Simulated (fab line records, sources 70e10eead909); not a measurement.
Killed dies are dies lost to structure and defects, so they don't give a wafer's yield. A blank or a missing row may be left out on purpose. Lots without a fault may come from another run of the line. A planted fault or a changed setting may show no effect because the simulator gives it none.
Which tool did it? | flow nand_harc | 9 lots, 27 wafers sampled, at 6 steps of a route of 1302

WHAT THE GAUGES READ, wafer by wafer
NHARC_END_WLT_00. Usual: VT_DECK1_BOTTOM 0.870, standard deviation 0.0079; VT_DECK1_BOTTOM_INNER 0.870, standard deviation 0.0077; VT_DECK1_MEDIAN_NEAR_BOTTOM 0.872, standard deviation 0.0076; VT_DECK1_MEDIAN_NEAR_BOTTOM_INNER 0.871, standard deviation 0.0073; VT_DECK1_MIDDLE 0.884, standard deviation 0.0076; VT_DECK1_MIDDLE_INNER 0.884, standard deviation 0.0062; VT_DECK1_TOP 0.896, standard deviation 0.007; VT_DECK1_TOP_INNER 0.896, standard deviation 0.0063; VT_DECK2_BOTTOM 0.867, standard deviation 0.0083; VT_DECK2_BOTTOM_INNER 0.867, standard deviation 0.0082; VT_DECK2_MEDIAN_NEAR_BOTTOM 0.869, standard deviation 0.0081; VT_DECK2_MEDIAN_NEAR_BOTTOM_INNER 0.869, standard deviation 0.0084; VT_DECK2_MIDDLE 0.882, standard deviation 0.0076; VT_DECK2_MIDDLE_INNER 0.881, standard deviation 0.0073; VT_DECK2_TOP 0.894, standard deviation 0.0068; VT_DECK2_TOP_INNER 0.893, standard deviation 0.0068.
lot  | measured     | on        | VT_DECK1_BOTTOM                     | VT_DECK1_BOTTOM_INNER               | VT_DECK1_MEDIAN_NEAR_BOTTOM         | VT_DECK1_MEDIAN_NEAR_BOTTOM_INNER   | VT_DECK1_MIDDLE                     | VT_DECK1_MIDDLE_INNER               | VT_DECK1_TOP                        | VT_DECK1_TOP_INNER                  | VT_DECK2_BOTTOM                     | VT_DECK2_BOTTOM_INNER               | VT_DECK2_MEDIAN_NEAR_BOTTOM         | VT_DECK2_MEDIAN_NEAR_BOTTOM_INNER   | VT_DECK2_MIDDLE                     | VT_DECK2_MIDDLE_INNER               | VT_DECK2_TOP                        | VT_DECK2_TOP_INNER                  | flag
L353 | day 25 16:56 | prober-01 | 0.870 0.860 0.876                   | 0.872 0.857 0.863                   | 0.868 0.861 0.869                   | 0.863 0.863 0.864                   | 0.878 0.880 0.866                   | 0.880 0.873 0.885                   | 0.890 0.889 0.900                   | 0.885 0.889 0.897                   | 0.862 0.876 0.868                   | 0.864 0.871 0.870                   | 0.866 0.880 0.872                   | 0.867 0.875 0.869                   | 0.883 0.879 0.885                   | 0.880 0.882 0.885                   | 0.888 0.890 0.891                   | 0.891 0.892 0.889                   |
L358 | day 27 13:05 | prober-02 | 0.872 0.873 0.867                   | 0.868 0.868 0.874                   | 0.864 0.862 0.867                   | 0.866 0.863 0.863                   | 0.882 0.888 0.879                   | 0.880 0.878 0.884                   | 0.892 0.894 0.889                   | 0.899 0.896 0.894                   | 0.891 0.879 0.883                   | 0.889 0.881 0.877                   | 0.880 0.884 0.882                   | 0.883 0.887 0.888                   | 0.892 0.890 0.885                   | 0.894 0.888 0.893                   | 0.897 0.904 0.903                   | 0.901 0.908 0.896                   |
L360 | day 28 20:05 | prober-02 | 0.883 0.869 0.862                   | 0.872 0.875 0.867                   | 0.874 0.864 0.876                   | 0.882 0.870 0.874                   | 0.892 0.883 0.886                   | 0.891 0.879 0.887                   | 0.896 0.898 0.906                   | 0.900 0.895 0.906                   | 0.870 0.862 0.876                   | 0.870 0.866 0.872                   | 0.862 0.860 0.874                   | 0.873 0.868 0.879                   | 0.879 0.876 0.888                   | 0.876 0.875 0.880                   | 0.887 0.890 0.898                   | 0.893 0.887 0.895                   |
L361 | day 28 16:50 | prober-01 | 0.878 0.882 0.892                   | 0.875 0.873 0.888                   | 0.883 0.885 0.885                   | 0.887 0.881 0.888                   | 0.891 0.884 0.895                   | 0.891 0.889 0.893                   | 0.904 0.901 0.906                   | 0.896 0.906 0.900                   | 0.863 0.873 0.858                   | 0.862 0.866 0.855                   | 0.871 0.864 0.858                   | 0.864 0.867 0.862                   | 0.877 0.878 0.880                   | 0.893 0.883 0.881                   | 0.898 0.898 0.898                   | 0.895 0.887 0.889                   |
L364 | day 29 19:16 | prober-02 | 0.878 0.880 0.881                   | 0.874 0.881 0.889                   | 0.879 0.882 0.878                   | 0.873 0.880 0.880                   | 0.888 0.885 0.894                   | 0.889 0.890 0.891                   | 0.895 0.894 0.901                   | 0.893 0.893 0.896                   | 0.860 0.862 0.867                   | 0.861 0.860 0.863                   | 0.862 0.868 0.859                   | 0.860 0.865 0.871                   | 0.878 0.881 0.867                   | 0.868 0.869 0.875                   | 0.893 0.890 0.895                   | 0.887 0.894 0.886                   |
L368 | day 32 04:26 | prober-01 | 0.947 0.939 0.930 0.938 0.940 0.934 | 0.935 0.938 0.930 0.949 0.934 0.924 | 0.942 0.944 0.931 0.944 0.944 0.929 | 0.945 0.939 0.925 0.947 0.942 0.925 | 0.967 0.958 0.958 0.961 0.955 0.961 | 0.958 0.953 0.953 0.959 0.956 0.956 | 0.977 0.967 0.976 0.974 0.982 0.981 | 0.967 0.980 0.972 0.973 0.964 0.982 | 0.881 0.876 0.866 0.876 0.870 0.880 | 0.875 0.872 0.872 0.877 0.874 0.872 | 0.870 0.874 0.883 0.867 0.876 0.881 | 0.869 0.868 0.881 0.882 0.870 0.866 | 0.885 0.887 0.888 0.885 0.885 0.888 | 0.889 0.888 0.885 0.883 0.888 0.884 | 0.893 0.897 0.902 0.896 0.899 0.904 | 0.889 0.899 0.896 0.903 0.905 0.896 | OFF
L369 | day 32 14:48 | prober-01 | 0.929 0.934 0.933 0.938 0.927 0.939 | 0.941 0.923 0.932 0.934 0.938 0.940 | 0.947 0.938 0.941 0.929 0.929 0.949 | 0.931 0.928 0.939 0.928 0.934 0.938 | 0.964 0.956 0.958 0.954 0.954 0.964 | 0.956 0.953 0.958 0.956 0.962 0.956 | 0.978 0.971 0.978 0.979 0.978 0.985 | 0.962 0.971 0.983 0.968 0.978 0.980 | 0.872 0.877 0.866 0.863 0.885 0.874 | 0.866 0.879 0.868 0.870 0.885 0.877 | 0.871 0.884 0.877 0.881 0.874 0.872 | 0.872 0.874 0.874 0.877 0.879 0.876 | 0.896 0.893 0.891 0.879 0.896 0.894 | 0.888 0.886 0.885 0.901 0.886 0.883 | 0.902 0.906 0.902 0.893 0.901 0.895 | 0.892 0.903 0.913 0.898 0.900 0.894 | OFF
L371 | day 33 09:45 | prober-02 | 0.934 0.925 0.932 0.937 0.931 0.921 | 0.939 0.924 0.921 0.936 0.923 0.920 | 0.936 0.936 0.927 0.934 0.915 0.927 | 0.941 0.938 0.932 0.933 0.932 0.923 | 0.946 0.951 0.939 0.956 0.952 0.949 | 0.955 0.942 0.955 0.955 0.950 0.949 | 0.968 0.963 0.964 0.963 0.969 0.975 | 0.972 0.969 0.966 0.962 0.966 0.971 | 0.862 0.863 0.871 0.861 0.867 0.881 | 0.860 0.867 0.868 0.860 0.868 0.871 | 0.864 0.863 0.870 0.859 0.862 0.875 | 0.863 0.875 0.874 0.860 0.868 0.871 | 0.873 0.883 0.877 0.878 0.877 0.882 | 0.887 0.870 0.875 0.874 0.886 0.874 | 0.889 0.888 0.890 0.886 0.891 0.896 | 0.895 0.883 0.891 0.894 0.887 0.893 | OFF
L372 | day 34 00:26 | prober-01 | 0.871 0.882 0.882                   | 0.876 0.866 0.875                   | 0.880 0.876 0.882                   | 0.882 0.872 0.889                   | 0.893 0.880 0.887                   | 0.890 0.887 0.894                   | 0.907 0.902 0.893                   | 0.899 0.897 0.902                   | 0.874 0.874 0.875                   | 0.877 0.875 0.875                   | 0.877 0.874 0.879                   | 0.871 0.876 0.878                   | 0.892 0.891 0.886                   | 0.878 0.885 0.884                   | 0.903 0.905 0.904                   | 0.900 0.899 0.902                   |

NHARC_END_SORT_01. Usual: killed_at_array 52, standard deviation 16; killed_at_other 0.8, standard deviation 0.98; killed_at_periphery 4.2, standard deviation 2.9; killed_dies 57, standard deviation 16; killed_open 3.3, standard deviation 1.9; killed_short 2.5, standard deviation 1.5.
lot  | measured     | on        | killed_at_array | killed_at_other | killed_at_periphery | killed_dies | killed_open | killed_short | flag
L353 | day 25 20:14 | prober-01 | 28 57 52        | 0 0 0           | 8 2 0               | 36 59 52    | 3 2 4       | 5 2 1        |
L358 | day 27 16:05 | prober-02 | 61 62 50        | 3 4 4           | 3 3 1               | 67 69 55    | 3 1 5       | 3 2 1        |
L360 | day 28 23:06 | prober-02 | 72 54 59        | 1 2 1           | 10 6 13             | 83 62 73    | 5 0 7       | 4 2 5        |
L361 | day 28 19:52 | prober-01 | 37 46 31        | 1 0 0           | 5 1 2               | 43 47 33    | 6 4 5       | 4 3 1        |
L364 | day 29 22:18 | prober-02 | 58 64 58        | 2 1 3           | 4 6 1               | 64 71 62    | 2 3 1       | 7 3 0        |
L368 | day 32 20:15 | prober-01 | 36 48 58        | 1 1 0           | 7 6 4               | 44 55 62    | 1 2 2       | 4 2 0        |
L369 | day 33 04:42 | prober-01 | 53 52 30        | 1 1 0           | 3 3 8               | 57 56 38    | 3 2 4       | 1 0 3        |
L371 | day 33 23:46 | prober-02 | 31 37 38        | 3 1 1           | 2 1 4               | 36 39 43    | 3 3 4       | 0 4 4        |
L372 | day 34 03:25 | prober-01 | 67 56 52        | 0 0 0           | 7 7 8               | 74 63 60    | 4 3 6       | 5 4 5        |

WHICH TOOL RAN EACH LOT (tool, then ch and the chambers of the sampled wafers, then the start)
lot  | NHARC_A_CHANNEL_HOLE_D1_ETCH_20  | NHARC_A_CHANNEL_FILL_D1_ALD_14   | NHARC_A_CHANNEL_FILL_D1_CVD_05   | NHARC_A_DECK1_JOINT_ETCHBACK_07
L353 | har_etch-02 ch 0,1, day 10 06:51 | ald_hk-04 ch 0,1,3, day 10 19:52 | lpcvd_poly-04 ch 0, day 11 18:19 | rie_si-03 ch 0,1,3, day 12 15:40
L358 | har_etch-02 ch 0, day 12 05:26   | ald_hk-02 ch 0,1,2, day 12 22:50 | lpcvd_poly-02 ch 0, day 13 18:15 | rie_si-03 ch 2,3, day 14 15:15
L360 | har_etch-01 ch 0,1, day 13 04:52 | ald_hk-02 ch 0,1,2, day 13 17:44 | lpcvd_poly-01 ch 0, day 14 13:20 | rie_si-03 ch 0,1,3, day 15 10:20
L361 | har_etch-02 ch 0,1, day 13 06:38 | ald_hk-04 ch 0,2,3, day 13 17:47 | lpcvd_poly-01 ch 0, day 14 13:20 | rie_si-01 ch 0,1, day 15 10:20
L364 | har_etch-01 ch 0,1, day 14 16:37 | ald_hk-02 ch 0,3, day 15 05:00   | lpcvd_poly-02 ch 0, day 16 00:35 | rie_si-03 ch 2,3, day 16 21:35
L368 | har_etch-01 ch 0,1, day 16 08:40 | ald_hk-04 ch 0,2,3, day 16 21:27 | lpcvd_poly-01 ch 0, day 17 17:29 | rie_si-04 ch 1,2,3, day 18 14:35
L369 | har_etch-01 ch 0,1, day 16 21:35 | ald_hk-02 ch 0,1,3, day 17 10:23 | lpcvd_poly-01 ch 0, day 18 07:14 | rie_si-01 ch 1,3, day 19 04:30
L371 | har_etch-02 ch 0,1, day 17 18:36 | ald_hk-04 ch 0,1,2, day 18 07:20 | lpcvd_poly-01 ch 0, day 19 03:14 | rie_si-04 ch 1,3, day 20 00:25
L372 | har_etch-01 ch 0,1, day 18 05:35 | ald_hk-02 ch 0,2,3, day 18 19:27 | lpcvd_poly-04 ch 0, day 19 15:00 | rie_si-04 ch 1,2,3, day 20 10:04
- NHARC_A_CHANNEL_HOLE_D1_ETCH_20: etches the open film in C4F8/O2/Ar, time 361.9 s, target depth 1600 nm.
- NHARC_A_CHANNEL_FILL_D1_ALD_14: deposits SiO2, target thk 2.5 nm, pulse time 10 s, ald cycles 25.
- NHARC_A_CHANNEL_FILL_D1_CVD_05: deposits poly-Si, target thk 5 nm.
- NHARC_A_DECK1_JOINT_ETCHBACK_07: etches the open film in HBr, target depth 105 nm, time 26.9 s.

WHAT THE TOOLS THEMSELVES READ (means of the sampled wafers that have a number; where no wafer has one, the mark that the record gives instead)
NHARC_A_CHANNEL_HOLE_D1_ETCH_20. Usual: drypump_motor_current_A 6.1 A, standard deviation 0.39; he_backside_leak_sccm 5.9 sccm, standard deviation 1; showerhead_plenum_p_Torr 3.66 Torr, standard deviation 0.14; throttle_valve_pct 32.155 %, standard deviation 0.0087.
lot  | tool        | drypump_motor_current_A (A) | he_backside_leak_sccm (sccm) | showerhead_plenum_p_Torr (Torr) | throttle_valve_pct (%) | flag
L353 | har_etch-02 | 5.9                         | 7.2                          | 3.64                            | 32.151                 |
L358 | har_etch-02 | 5.5                         | 6.7                          | 3.40                            | 32.158                 |
L360 | har_etch-01 | 6.4                         | 5.4                          | 3.68                            | 32.155                 |
L361 | har_etch-02 | 5.8                         | 5.4                          | 3.62                            | 32.150                 |
L364 | har_etch-01 | 6.5                         | 5.4                          | 3.64                            | 32.159                 |
L368 | har_etch-01 | 6.5                         | 5.6                          | 3.63                            | 32.148                 |
L369 | har_etch-01 | 6.5                         | 5.7                          | 3.62                            | 32.158                 |
L371 | har_etch-02 | 5.8                         | 4.8                          | 3.78                            | 32.153                 |
L372 | har_etch-01 | 6.4                         | 5.7                          | 3.63                            | 32.160                 |

NHARC_A_CHANNEL_FILL_D1_ALD_14. Usual: heater_power_w 452 W, standard deviation 43; precursor_pulse_height_rel 1.000, standard deviation 0.021; susceptor_temp_C 300.00 C, standard deviation 0.19.
lot  | tool      | heater_power_w (W) | precursor_pulse_height_rel | susceptor_temp_C (C) | flag
L353 | ald_hk-04 | 434                | 0.985                      | 299.98               |
L358 | ald_hk-02 | 441                | 1.004                      | 300.03               |
L360 | ald_hk-02 | 438                | 0.995                      | 300.04               |
L361 | ald_hk-04 | 437                | 1.014                      | 300.01               |
L364 | ald_hk-02 | 437                | 1.011                      | 300.13               |
L368 | ald_hk-04 | 444                | 0.991                      | 300.09               |
L369 | ald_hk-02 | 449                | 1.001                      | 300.01               |
L371 | ald_hk-04 | 446                | 1.014                      | 299.87               |
L372 | ald_hk-02 | 418                | 1.010                      | 300.15               |

NHARC_A_CHANNEL_FILL_D1_CVD_05. Usual: spike_tc_centre_C 550.4 C, standard deviation 1.4; spike_tc_lower_C 550.2 C, standard deviation 1.4; spike_tc_top_C 571.4 C, standard deviation 2.1; spike_tc_upper_C 549.8 C, standard deviation 1.4.
lot  | tool          | spike_tc_centre_C (C) | spike_tc_lower_C (C) | spike_tc_top_C (C) | spike_tc_upper_C (C) | flag
L353 | lpcvd_poly-04 | 549.8                 | 549.5                | 570.6              | 551.8                |
L358 | lpcvd_poly-02 | 550.7                 | 550.9                | 574.6              | 549.0                |
L360 | lpcvd_poly-01 | 552.6                 | 550.0                | 571.6              | 549.6                |
L361 | lpcvd_poly-01 | 552.0                 | 548.7                | 570.9              | 549.0                |
L364 | lpcvd_poly-02 | 549.9                 | 551.8                | 573.4              | 548.8                |
L368 | lpcvd_poly-01 | 564.4                 | 562.7                | 582.9              | 562.7                | OFF
L369 | lpcvd_poly-01 | 564.9                 | 561.9                | 581.7              | 561.5                | OFF
L371 | lpcvd_poly-01 | 562.2                 | 560.8                | 582.8              | 562.1                | OFF
L372 | lpcvd_poly-04 | 549.6                 | 550.4                | 569.0              | 551.8                |

NHARC_A_DECK1_JOINT_ETCHBACK_07. Usual: drypump_motor_current_A 5.6 A, standard deviation 0.46; hbr_flow_sccm 150.0 sccm, standard deviation 0.42; he_backside_leak_sccm 2.60 sccm, standard deviation 0.21; oes_product_au 1.000 a.u., standard deviation 0.013; rf_fwd_power_W 344.0 W, standard deviation 2.5; throttle_valve_pct 23.266 %, standard deviation 0.0098.
lot  | tool      | drypump_motor_current_A (A) | hbr_flow_sccm (sccm) | he_backside_leak_sccm (sccm) | oes_product_au (a.u.) | rf_fwd_power_W (W) | throttle_valve_pct (%) | flag
L353 | rie_si-03 | 5.4                         | 149.9                | 2.56                         | 0.992                 | 344.8              | 23.259                 |
L358 | rie_si-03 | 5.2                         | 149.7                | 2.60                         | 1.005                 | 343.2              | 23.277                 |
L360 | rie_si-03 | 5.4                         | 150.0                | 2.50                         | 0.990                 | 344.6              | 23.262                 |
L361 | rie_si-01 | 6.1                         | 150.2                | 2.48                         | 1.015                 | 343.6              | 23.257                 |
L364 | rie_si-03 | 5.4                         | 150.1                | 2.50                         | 1.005                 | 342.5              | 23.272                 |
L368 | rie_si-04 | 5.8                         | 150.1                | 2.47                         | 1.009                 | 343.1              | 23.266                 |
L369 | rie_si-01 | 6.2                         | 149.8                | 2.59                         | 1.006                 | 345.7              | 23.266                 |
L371 | rie_si-04 | 6.2                         | 149.7                | 2.65                         | 1.009                 | 344.4              | 23.271                 |
L372 | rie_si-04 | 5.8                         | 150.0                | 2.57                         | 1.004                 | 344.9              | 23.267                 |

THE ANSWER, worked out from the rows above alone
Rule: a lot is off if the mean of its wafers that have a number lies more than 3 standard deviations from the usual mean. A lot without any number at a reading at which 4 lots or more have one is off too. The other lots that the step has rows for count as sound. The gauges are gone through in route order, then the tools' own readings, and for those a lot's mean is taken as printed above. The first step at which some lot is off is used, and at that step the reading that is off furthest; a lot without a number counts as furthest.
Off: L368, L369, L371, at NHARC_END_WLT_00 (VT_DECK1_TOP_INNER).
A tool fits if, at a process step before that reading, it ran every lot that is off, and no sound lot after the first of them. The gauges at NHARC_END_WLT_00 aren't tried: what is off there is off at NHARC_A_CHANNEL_FILL_D1_CVD_05 too, on other tools, and a gauge's error can't cause that. One fits: lpcvd_poly-01 at NHARC_A_CHANNEL_FILL_D1_CVD_05. Its last sound lot is L360 (day 14 13:20), its first lot that is off L368 (day 17 17:29): a fault that began between those two fits.
The tool's own readings at NHARC_A_CHANNEL_FILL_D1_CVD_05 bear it out: on the lots that are off they differ by more than 5 times the standard deviation of the sound lots' means. spike_tc_centre_C reads 563.8 C there against 550.8 C on the sound lots; spike_tc_lower_C reads 561.8 C there against 550.2 C on the sound lots; spike_tc_top_C reads 582.5 C there against 571.7 C on the sound lots; spike_tc_upper_C reads 562.1 C there against 550.0 C on the sound lots.

WHAT THE SIMULATOR HAD PUT IN
Process parameter drift: lpcvd_poly-01, from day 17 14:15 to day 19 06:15, at NHARC_A_CHANNEL_FILL_D1_CVD_05. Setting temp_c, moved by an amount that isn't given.
Lots struck among those shown: L368, L369, L371. The rule above found the same.
